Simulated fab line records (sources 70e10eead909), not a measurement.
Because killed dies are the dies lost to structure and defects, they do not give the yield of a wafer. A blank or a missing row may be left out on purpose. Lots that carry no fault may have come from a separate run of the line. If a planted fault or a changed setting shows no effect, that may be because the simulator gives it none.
What tool caused it? | flow nand_harc | Sampling: 19 lots, 57 wafers, 6 of 1302 route steps

## WHAT THE GAUGES READ, wafer by wafer
The record holds no reading of a measuring or inspecting step that can be judged against a usual standard deviation.

## WHICH TOOL RAN EACH LOT (tool, then ch and the chambers of the sampled wafers, then the start)
lot  | NHARC_A_STAIRCASE_TRIM_12          | NHARC_A_STAIRCASE_DESCUM_186       | NHARC_A_STAIRCASE_TRIM_187         | NHARC_A_STAIRCASE_DESCUM_219       | NHARC_A_STAIRCASE_ETCH_221     | NHARC_A_STAIRCASE_ETCH_225
L074 | rie_diel-05 ch 0,2, day 15 17:05   | rie_diel-05 ch 1,3, day 15 20:38   | rie_diel-05 ch 0,2, day 15 20:43   | rie_diel-11 ch 0,2,3, day 16 00:19 | rie_diel-11 ch 0,2, no start   | rie_diel-11 ch 0,2,3, no start
L075 | rie_diel-05 ch 0,2,3, day 16 00:28 | rie_diel-05 ch 0,1,3, day 16 05:14 | rie_diel-05 ch 0,2,3, day 16 05:19 | rie_diel-05 ch 1,2,3, day 16 08:52 | rie_diel-05 ch 0,1,2, no start | rie_diel-05 ch 0,2,3, no start
L076 | rie_diel-11 ch 0,1,2, day 16 13:45 | rie_diel-05 ch 0,2, day 16 17:28   | rie_diel-05 ch 1,2,3, day 16 17:35 | rie_diel-05 ch 1,2,3, day 16 21:14 | rie_diel-05 ch 2,3, no start   | rie_diel-05 ch 0,2,3, no start
L079 | rie_diel-04 ch 1,3, day 17 07:23   | rie_diel-05 ch 2,3, day 17 12:36   | rie_diel-05 ch 2,3, day 17 12:43   | rie_diel-05 ch 1,3, day 17 16:52   | rie_diel-05 ch 1,2,3, no start | rie_diel-05 ch 1,3, no start
L078 | rie_diel-11 ch 2,3, day 17 07:26   | rie_diel-05 ch 2,3, day 17 11:33   | rie_diel-05 ch 2,3, day 17 11:38   | rie_diel-05 ch 1,3, day 17 15:46   | rie_diel-05 ch 1,2, no start   | rie_diel-05 ch 1,2,3, no start
L080 | rie_diel-11 ch 1,3, day 18 06:29   | rie_diel-04 ch 0,2,3, day 18 09:58 | rie_diel-04 ch 0,1, day 18 10:04   | rie_diel-11 ch 0,1, day 18 13:40   | rie_diel-11 ch 0,1,2, no start | rie_diel-11 ch 1,2,3, no start
L082 | rie_diel-11 ch 0,1,2, day 18 18:32 | rie_diel-04 ch 1,2,3, day 18 22:15 | rie_diel-04 ch 1,2,3, day 18 22:20 | rie_diel-05 ch 0,1,2, day 19 01:56 | rie_diel-05 ch 0,1,3, no start | rie_diel-05 ch 0,2,3, no start
L084 | rie_diel-05 ch 0,1,3, day 20 02:24 | rie_diel-11 ch 0,2,3, day 20 06:15 | rie_diel-11 ch 1,2,3, day 20 06:21 | rie_diel-04 ch 0,1,3, day 20 10:11 | rie_diel-04 ch 1,2,3, no start | rie_diel-04 ch 0,2,3, no start
L087 | rie_diel-05 ch 0,1, day 21 02:20   | rie_diel-11 ch 1,2, day 21 05:56   | rie_diel-11 ch 1,2,3, day 21 06:03 | rie_diel-11 ch 0,2,3, day 21 10:01 | rie_diel-11 ch 2,3, no start   | rie_diel-11 ch 2,3, no start
L088 | rie_diel-05 ch 0,1, day 21 11:35   | rie_diel-04 ch 0,1,2, day 21 15:21 | rie_diel-04 ch 1,2, day 21 15:25   | rie_diel-11 ch 1,2,3, day 21 18:57 | rie_diel-11 ch 0,1,3, no start | rie_diel-11 ch 1,2,3, no start
L090 | rie_diel-04 ch 1,3, day 22 08:03   | rie_diel-11 ch 0,1,2, day 22 12:16 | rie_diel-11 ch 1,2,3, day 22 12:22 | rie_diel-04 ch 1,2,3, day 22 16:04 | rie_diel-04 ch 2,3, no start   | rie_diel-04 ch 1,2, no start
L089 | rie_diel-05 ch 2,3, day 22 08:23   | rie_diel-05 ch 0,1,3, day 22 16:01 | rie_diel-05 ch 0,3, day 22 16:06   | rie_diel-11 ch 1,2,3, day 22 19:58 | rie_diel-11 ch 2,3, no start   | rie_diel-11 ch 0,1,2, no start
L091 | rie_diel-11 ch 0,2,3, day 22 08:29 | rie_diel-05 ch 0,1,2, day 22 12:35 | rie_diel-05 ch 1,2,3, day 22 12:41 | rie_diel-11 ch 1,2,3, day 22 16:28 | rie_diel-11 ch 0,2,3, no start | rie_diel-11 ch 1,2,3, no start
L092 | rie_diel-05 ch 1,2,3, day 23 01:34 | rie_diel-05 ch 0,1,2, day 23 05:10 | rie_diel-05 ch 2,3, day 23 05:16   | rie_diel-05 ch 0,1, day 23 08:57   | rie_diel-05 ch 0,2,3, no start | rie_diel-05 ch 1,2,3, no start
L093 | rie_diel-04 ch 1,3, day 23 15:35   | rie_diel-04 ch 1,3, day 23 19:20   | rie_diel-04 ch 1,2,3, day 23 19:26 | rie_diel-11 ch 1,2,3, day 23 23:41 | rie_diel-11 ch 0,1,2, no start | rie_diel-11 ch 0,2,3, no start
L094 | rie_diel-05 ch 1,2,3, day 23 20:04 | rie_diel-05 ch 0,1,3, day 23 23:38 | rie_diel-05 ch 0,1,2, day 23 23:43 | rie_diel-11 ch 1,2,3, day 24 03:23 | rie_diel-11 ch 0,1,2, no start | rie_diel-11 ch 0,1,3, no start
L095 | rie_diel-04 ch 1,2,3, day 24 20:50 | rie_diel-04 ch 1,2,3, day 25 00:34 | rie_diel-04 ch 1,2,3, day 25 00:41 | rie_diel-11 ch 0,1, day 25 04:24   | rie_diel-11 ch 1,2, no start   | rie_diel-11 ch 1,2,3, no start
L097 | rie_diel-04 ch 2,3, day 25 11:25   | rie_diel-11 ch 1,3, day 25 16:29   | rie_diel-11 ch 0,2,3, day 25 16:36 | rie_diel-05 ch 0,2,3, day 25 20:27 | rie_diel-05 ch 0,2,3, no start | rie_diel-05 ch 2,3, no start
L096 | rie_diel-05 ch 0,2, day 25 16:46   | rie_diel-04 ch 0,2,3, day 25 20:23 | rie_diel-04 ch 0,1,2, day 25 20:30 | rie_diel-05 ch 0,2, day 25 23:58   | rie_diel-05 ch 0,3, no start   | rie_diel-05 ch 0,2,3, no start
- NHARC_A_STAIRCASE_TRIM_12: chemistry O2, time 211.2 s.
- NHARC_A_STAIRCASE_DESCUM_186: chemistry O2, time 3 s.
- NHARC_A_STAIRCASE_TRIM_187: chemistry O2, time 211.2 s.
- NHARC_A_STAIRCASE_DESCUM_219: chemistry O2, time 3 s.
- NHARC_A_STAIRCASE_ETCH_221: etches the open film in C4F8/O2, target depth 100 nm, time 40.5 s.
- NHARC_A_STAIRCASE_ETCH_225: etches the open film in C4F8/O2, target depth 100 nm, time 40.5 s.

## WHAT THE TOOLS THEMSELVES READ (means of the sampled wafers that have a number; where no wafer has one, the mark that the record gives instead)
NHARC_A_STAIRCASE_TRIM_12. Usual: value, then standard deviation, for each; drypump_motor_current_A 5.9 A / 0.53; mfc_ar_sccm 0.011 sccm / 0.014; o2_flow_sccm 500.2 sccm / 1.4; oes_product_au 1.000 a.u. / 0.0095; rf_vpp_V 57.8 V / 0.89; showerhead_plenum_p_Torr 3.51 Torr / 0.16; throttle_valve_pct 17.037 % / 0.0086.
lot  | tool        | drypump_motor_current_A (A) | mfc_ar_sccm (sccm) | o2_flow_sccm (sccm) | oes_product_au (a.u.) | rf_vpp_V (V) | showerhead_plenum_p_Torr (Torr) | throttle_valve_pct (%) | flag
L074 | rie_diel-05 | 5.8                         | 0.012              | 498.2               | 0.993                 | 58.0         | 3.56                            | 17.041                 |
L075 | rie_diel-05 | 5.6                         | 0.017              | 499.7               | 0.991                 | 57.7         | 3.44                            | 17.028                 |
L076 | rie_diel-11 | 6.0                         | 0.001              | 500.3               | 1.001                 | 58.9         | 3.48                            | 17.032                 |
L079 | rie_diel-04 | 5.9                         | 0.000              | 500.8               | 0.995                 | 57.8         | 3.60                            | 17.040                 |
L078 | rie_diel-11 | 5.7                         | 0.009              | 499.0               | 0.994                 | 57.6         | 3.29                            | 17.040                 |
L080 | rie_diel-11 | 5.8                         | 0.009              | 501.2               | 1.009                 | 57.8         | 3.40                            | 17.036                 |
L082 | rie_diel-11 | 6.0                         | 0.001              | 498.7               | 1.003                 | 57.4         | 3.47                            | 17.043                 |
L084 | rie_diel-05 | 5.7                         | 0.017              | 500.0               | 1.003                 | 58.5         | 3.62                            | 17.045                 |
L087 | rie_diel-05 | 5.9                         | 0.012              | 500.7               | 1.000                 | 57.6         | 3.56                            | 17.030                 |
L088 | rie_diel-05 | 5.9                         | 0.012              | 500.0               | 1.000                 | 58.2         | 3.56                            | 17.033                 |
L090 | rie_diel-04 | 5.9                         | 0.000              | 500.7               | 1.008                 | 57.5         | 3.58                            | 17.044                 |
L089 | rie_diel-05 | 5.9                         | 0.011              | 500.8               | 1.000                 | 58.0         | 3.50                            | 17.037                 |
L091 | rie_diel-11 | 5.9                         | 0.004              | 500.3               | 1.000                 | 57.3         | 3.52                            | 17.037                 |
L092 | rie_diel-05 | 6.0                         | 0.011              | 499.5               | 0.999                 | 58.9         | 3.51                            | 17.024                 |
L093 | rie_diel-04 | 6.0                         | 0.000              | 500.7               | 1.003                 | 57.7         | 3.57                            | 17.035                 |
L094 | rie_diel-05 | 6.0                         | 0.011              | 499.5               | 1.000                 | 57.2         | 3.51                            | 17.039                 |
L095 | rie_diel-04 | 5.8                         | 0.012              | 499.5               | 1.004                 | 57.7         | 3.58                            | 17.028                 |
L097 | rie_diel-04 | 5.9                         | 0.025              | 501.0               | 1.001                 | 57.3         | 3.50                            | 17.032                 |
L096 | rie_diel-05 | 6.1                         | 0.007              | 500.8               | 1.009                 | 57.5         | 3.43                            | 17.033                 |

NHARC_A_STAIRCASE_DESCUM_186. Usual: value, then standard deviation, for each; drypump_motor_current_A 5.8 A / 0.54; mfc_ar_sccm 0.012 sccm / 0.015; o2_flow_sccm 200.0 sccm / 0.54; oes_product_au 1.000 a.u. / 0.009; rf_vpp_V 57.8 V / 1; showerhead_plenum_p_Torr 1.90 Torr / 0.095; throttle_valve_pct 11.310 % / 0.0083.
lot  | tool        | drypump_motor_current_A (A) | mfc_ar_sccm (sccm) | o2_flow_sccm (sccm) | oes_product_au (a.u.) | rf_vpp_V (V) | showerhead_plenum_p_Torr (Torr) | throttle_valve_pct (%) | flag
L074 | rie_diel-05 | 6.1                         | 0.011              | 200.3               | 0.999                 | 57.6         | 1.83                            | 11.320                 |
L075 | rie_diel-05 | 5.7                         | 0.017              | 200.3               | 0.990                 | 57.4         | 1.87                            | 11.317                 |
L076 | rie_diel-05 | 6.0                         | 0.007              | 200.0               | 0.997                 | 57.8         | 1.88                            | 11.321                 |
L079 | rie_diel-05 | 5.9                         | 0.011              | 200.4               | 0.990                 | 57.2         | 1.80                            | 11.316                 |
L078 | rie_diel-05 | 5.4                         | 0.022              | 199.4               | 0.994                 | 56.7         | 1.79                            | 11.312                 |
L080 | rie_diel-04 | 5.7                         | 0.026              | 200.0               | 0.998                 | 58.6         | 1.88                            | 11.315                 |
L082 | rie_diel-04 | 5.8                         | 0.012              | 199.7               | 0.998                 | 58.0         | 1.96                            | 11.308                 |
L084 | rie_diel-11 | 5.9                         | 0.004              | 199.3               | 1.000                 | 58.0         | 1.91                            | 11.314                 |
L087 | rie_diel-11 | 5.7                         | 0.001              | 199.8               | 0.991                 | 57.7         | 1.91                            | 11.309                 |
L088 | rie_diel-04 | 5.4                         | 0.026              | 199.4               | 1.002                 | 57.9         | 1.92                            | 11.302                 |
L090 | rie_diel-11 | 5.9                         | 0.001              | 199.9               | 0.999                 | 57.9         | 1.87                            | 11.310                 |
L089 | rie_diel-05 | 5.7                         | 0.017              | 199.5               | 0.998                 | 58.8         | 1.96                            | 11.305                 |
L091 | rie_diel-05 | 6.1                         | 0.006              | 200.5               | 1.004                 | 57.4         | 1.87                            | 11.313                 |
L092 | rie_diel-05 | 6.1                         | 0.006              | 199.8               | 0.997                 | 58.2         | 1.87                            | 11.318                 |
L093 | rie_diel-04 | 5.9                         | 0.000              | 200.6               | 1.008                 | 57.9         | 1.94                            | 11.315                 |
L094 | rie_diel-05 | 5.7                         | 0.017              | 200.3               | 1.009                 | 58.7         | 1.96                            | 11.314                 |
L095 | rie_diel-04 | 5.7                         | 0.012              | 199.8               | 1.006                 | 57.8         | 1.94                            | 11.317                 |
L097 | rie_diel-11 | 5.8                         | 0.006              | 200.4               | 0.991                 | 58.9         | 1.99                            | 11.308                 |
L096 | rie_diel-04 | 5.7                         | 0.026              | 199.7               | 1.012                 | 56.7         | 1.86                            | 11.309                 |

NHARC_A_STAIRCASE_TRIM_187. Usual: value, then standard deviation, for each; drypump_motor_current_A 5.8 A / 0.54; mfc_ar_sccm 0.013 sccm / 0.015; o2_flow_sccm 499.8 sccm / 1.5; oes_product_au 1.001 a.u. / 0.01; rf_vpp_V 57.8 V / 0.87; showerhead_plenum_p_Torr 3.52 Torr / 0.17; throttle_valve_pct 17.037 % / 0.0099.
lot  | tool        | drypump_motor_current_A (A) | mfc_ar_sccm (sccm) | o2_flow_sccm (sccm) | oes_product_au (a.u.) | rf_vpp_V (V) | showerhead_plenum_p_Torr (Torr) | throttle_valve_pct (%) | flag
L074 | rie_diel-05 | 6.0                         | 0.007              | 498.9               | 0.986                 | 57.7         | 3.47                            | 17.034                 |
L075 | rie_diel-05 | 5.6                         | 0.017              | 499.6               | 0.997                 | 58.5         | 3.44                            | 17.039                 |
L076 | rie_diel-05 | 6.0                         | 0.011              | 498.8               | 0.998                 | 57.5         | 3.36                            | 17.037                 |
L079 | rie_diel-05 | 5.9                         | 0.011              | 500.0               | 0.987                 | 57.2         | 3.33                            | 17.037                 |
L078 | rie_diel-05 | 5.9                         | 0.011              | 500.6               | 0.987                 | 57.2         | 3.33                            | 17.037                 |
L080 | rie_diel-04 | 5.3                         | 0.013              | 499.6               | 1.013                 | 58.4         | 3.63                            | 17.037                 |
L082 | rie_diel-04 | 5.8                         | 0.012              | 501.1               | 1.001                 | 57.7         | 3.60                            | 17.035                 |
L084 | rie_diel-11 | 5.7                         | 0.005              | 498.8               | 1.003                 | 58.1         | 3.58                            | 17.029                 |
L087 | rie_diel-11 | 5.7                         | 0.005              | 500.0               | 0.996                 | 57.5         | 3.58                            | 17.040                 |
L088 | rie_diel-04 | 5.5                         | 0.012              | 500.2               | 0.993                 | 58.5         | 3.67                            | 17.028                 |
L090 | rie_diel-11 | 5.7                         | 0.005              | 502.0               | 1.004                 | 57.9         | 3.57                            | 17.036                 |
L089 | rie_diel-05 | 5.2                         | 0.027              | 500.9               | 1.008                 | 58.4         | 3.74                            | 17.037                 |
L091 | rie_diel-05 | 6.0                         | 0.011              | 499.4               | 0.995                 | 57.1         | 3.52                            | 17.042                 |
L092 | rie_diel-05 | 5.4                         | 0.022              | 500.7               | 1.008                 | 58.6         | 3.64                            | 17.050                 |
L093 | rie_diel-04 | 5.8                         | 0.012              | 498.9               | 1.010                 | 58.3         | 3.58                            | 17.043                 |
L094 | rie_diel-05 | 6.1                         | 0.006              | 499.9               | 1.003                 | 57.6         | 3.46                            | 17.031                 |
L095 | rie_diel-04 | 5.8                         | 0.012              | 499.7               | 1.014                 | 57.6         | 3.57                            | 17.038                 |
L097 | rie_diel-11 | 5.9                         | 0.004              | 499.7               | 0.997                 | 57.6         | 3.50                            | 17.033                 |
L096 | rie_diel-04 | 5.4                         | 0.026              | 500.3               | 1.006                 | 58.1         | 3.52                            | 17.038                 |

NHARC_A_STAIRCASE_DESCUM_219. Usual: value, then standard deviation, for each; drypump_motor_current_A 5.8 A / 0.52; mfc_ar_sccm 0.011 sccm / 0.014; o2_flow_sccm 199.9 sccm / 0.59; oes_product_au 1.001 a.u. / 0.0097; rf_vpp_V 57.7 V / 1; showerhead_plenum_p_Torr 1.90 Torr / 0.1; throttle_valve_pct 11.311 % / 0.0093.
lot  | tool        | drypump_motor_current_A (A) | mfc_ar_sccm (sccm) | o2_flow_sccm (sccm) | oes_product_au (a.u.) | rf_vpp_V (V) | showerhead_plenum_p_Torr (Torr) | throttle_valve_pct (%) | flag
L074 | rie_diel-11 | 6.0                         | 0.004              | 199.1               | 1.009                 | 57.7         | 1.82                            | 11.311                 |
L075 | rie_diel-05 | 5.9                         | 0.011              | 199.2               | 1.002                 | 57.2         | 1.82                            | 11.308                 |
L076 | rie_diel-05 | 6.0                         | 0.011              | 200.2               | 0.987                 | 57.3         | 1.82                            | 11.310                 |
L079 | rie_diel-05 | 6.1                         | 0.011              | 200.4               | 0.991                 | 57.7         | 1.82                            | 11.314                 |
L078 | rie_diel-05 | 6.0                         | 0.011              | 199.5               | 0.992                 | 57.9         | 1.82                            | 11.310                 |
L080 | rie_diel-11 | 6.0                         | 0.001              | 200.6               | 1.004                 | 57.9         | 1.95                            | 11.317                 |
L082 | rie_diel-05 | 6.2                         | 0.006              | 199.5               | 1.002                 | 57.9         | 1.88                            | 11.318                 |
L084 | rie_diel-04 | 5.6                         | 0.013              | 200.5               | 0.998                 | 58.1         | 1.91                            | 11.306                 |
L087 | rie_diel-11 | 5.9                         | 0.004              | 199.8               | 0.995                 | 58.4         | 1.91                            | 11.325                 |
L088 | rie_diel-11 | 5.7                         | 0.005              | 200.3               | 0.996                 | 58.5         | 1.94                            | 11.314                 |
L090 | rie_diel-04 | 5.7                         | 0.012              | 199.5               | 1.002                 | 58.3         | 1.95                            | 11.299                 |
L089 | rie_diel-11 | 5.7                         | 0.005              | 200.1               | 1.013                 | 57.3         | 1.94                            | 11.311                 |
L091 | rie_diel-11 | 5.7                         | 0.005              | 200.1               | 1.007                 | 57.1         | 1.94                            | 11.312                 |
L092 | rie_diel-05 | 6.2                         | 0.006              | 199.4               | 0.993                 | 57.4         | 1.88                            | 11.308                 |
L093 | rie_diel-11 | 5.7                         | 0.005              | 200.1               | 1.000                 | 58.0         | 1.94                            | 11.310                 |
L094 | rie_diel-11 | 5.7                         | 0.005              | 200.3               | 0.995                 | 57.8         | 1.94                            | 11.308                 |
L095 | rie_diel-11 | 6.0                         | 0.001              | 199.9               | 0.997                 | 57.6         | 1.94                            | 11.303                 |
L097 | rie_diel-05 | 5.6                         | 0.017              | 199.6               | 1.008                 | 58.3         | 1.94                            | 11.308                 |
L096 | rie_diel-05 | 6.0                         | 0.007              | 200.0               | 0.998                 | 57.2         | 1.86                            | 11.304                 |

NHARC_A_STAIRCASE_ETCH_221. Usual: oes_product_au 0.940 a.u., standard deviation 0.014; rf_vpp_V 895 V, standard deviation 6.5.
lot  | tool        | oes_product_au (a.u.) | rf_vpp_V (V) | flag
L074 | rie_diel-11 | 0.932                 | 890          |
L075 | rie_diel-05 | 0.933                 | 894          |
L076 | rie_diel-05 | 0.928                 | 888          |
L079 | rie_diel-05 | 0.927                 | 890          |
L078 | rie_diel-05 | 0.929                 | 892          |
L080 | rie_diel-11 | 0.955                 | 894          |
L082 | rie_diel-05 | 0.955                 | 900          |
L084 | rie_diel-04 | 0.930                 | 897          |
L087 | rie_diel-11 | 0.925                 | 899          |
L088 | rie_diel-11 | 0.947                 | 900          |
L090 | rie_diel-04 | 0.944                 | 896          |
L089 | rie_diel-11 | 0.939                 | 893          |
L091 | rie_diel-11 | 0.925                 | 895          |
L092 | rie_diel-05 | 0.953                 | 898          |
L093 | rie_diel-11 | 0.953                 | 893          |
L094 | rie_diel-11 | 0.934                 | 893          |
L095 | rie_diel-11 | 0.952                 | 890          |
L097 | rie_diel-05 | 0.941                 | 898          |
L096 | rie_diel-05 | 0.948                 | 903          |

NHARC_A_STAIRCASE_ETCH_225. Usual: oes_product_au 0.942 a.u., standard deviation 0.01; rf_vpp_V 895 V, standard deviation 6.6.
lot  | tool        | oes_product_au (a.u.) | rf_vpp_V (V) | flag
L074 | rie_diel-11 | 0.943                 | 890          |
L075 | rie_diel-05 | 0.937                 | 892          |
L076 | rie_diel-05 | 0.939                 | 893          |
L079 | rie_diel-05 | 0.937                 | 891          |
L078 | rie_diel-05 | 0.927                 | 890          |
L080 | rie_diel-11 | 0.945                 | 891          |
L082 | rie_diel-05 | 0.959                 | 899          |
L084 | rie_diel-04 | 0.935                 | 894          |
L087 | rie_diel-11 | 0.959                 | 900          |
L088 | rie_diel-11 | 0.944                 | 897          |
L090 | rie_diel-04 | 0.923                 | 898          |
L089 | rie_diel-11 | 0.940                 | 893          |
L091 | rie_diel-11 | 0.928                 | 898          |
L092 | rie_diel-05 | 0.942                 | 895          |
L093 | rie_diel-11 | 0.943                 | 895          |
L094 | rie_diel-11 | 0.944                 | 899          |
L095 | rie_diel-11 | 0.953                 | 896          |
L097 | rie_diel-05 | 0.938                 | 894          |
L096 | rie_diel-05 | 0.947                 | 898          |

## THE ANSWER, worked out from the rows above alone
Rule: lot off if the mean of its wafers having a number is beyond 3 standard deviations from the usual mean. A lot without any number at a reading at which 4 lots or more have one is off too. Where the step has rows for the other lots, those lots are counted as sound. Order of review: gauges by route order, followed by the tools' own readings, for which a lot's mean as printed above is used. The first step at which some lot is off is used, and at that step the reading that is off furthest; a lot without a number counts as furthest.
None of the lots is off at any reading shown; this tells nothing.

## WHAT THE SIMULATOR HAD INSERTED
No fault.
